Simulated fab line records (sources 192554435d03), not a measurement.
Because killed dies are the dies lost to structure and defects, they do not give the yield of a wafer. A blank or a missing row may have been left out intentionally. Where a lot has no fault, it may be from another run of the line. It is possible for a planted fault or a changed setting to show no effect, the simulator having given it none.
Chamber matching | flow n5 finfet | ald metal-01 running N5_HKMG_FIN_ALD_79: 4 sister chambers
The step deposits TiN, target thk 1.5 nm, pulse time 1 s, purge time 3 s. 8 wafers are shown with their chamber, then 8 later ones without.

## WAFERS, EACH WITH ITS CHAMBER
wafer  | chamber | heater power w (W) | precursor pulse height rel
L075.5 | 0       | 690                | 0.985
L075.6 | 3       | 699                | 0.980
L080.2 | 0       | 709                | 1.040
L080.6 | 2       | 980                | 1.014
L086.1 | 2       | 974                | 0.976
L086.4 | 1       | 839                | 0.993
L086.5 | 3       | 688                | 0.978
L090.1 | 1       | 811                | 0.978

## WAFERS WHOSE CHAMBER IS MISSING
wafer  | heater power w (W) | precursor pulse height rel
L090.2 | 725                | 0.997
L090.3 | 720                | 0.999
L090.4 | 836                | 0.995
L090.5 | 724                | 1.010
L090.6 | 703                | 1.021
L095.2 | 720                | 0.969
L095.5 | 704                | 1.054
L095.6 | 838                | 0.993

## WHICH CHAMBER EACH ONE RAN IN
wafer  | from the rows above     | in truth
L090.2 | can't be placed: 0 or 3 | 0
L090.3 | can't be placed: 0 or 3 | 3
L090.4 | 1                       | 1
L090.5 | can't be placed: 0 or 3 | 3
L090.6 | can't be placed: 0 or 3 | 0
L095.2 | can't be placed: 3 or 0 | 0
L095.5 | can't be placed: 0 or 3 | 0
L095.6 | 1                       | 1
Correctly placed: 2 of 8. These rows do not allow placing 6 (true chamber among the candidates in 6). Placed wrongly: 0.
How it was worked out, from the rows above alone: a wafer's distance from a chamber is the root of the sum, over the readings, of the square of ((its reading less the chamber's mean) divided by the reading's scatter). The wafer belongs to the nearest chamber; if the next one is less than 2 further off, it can't be placed. A chamber's mean is the mean of its shown wafers. The scatter is the square root of a quotient: the sum, over the shown wafers, of each reading's squared deviation from its chamber's mean, divided by wafers minus chambers.
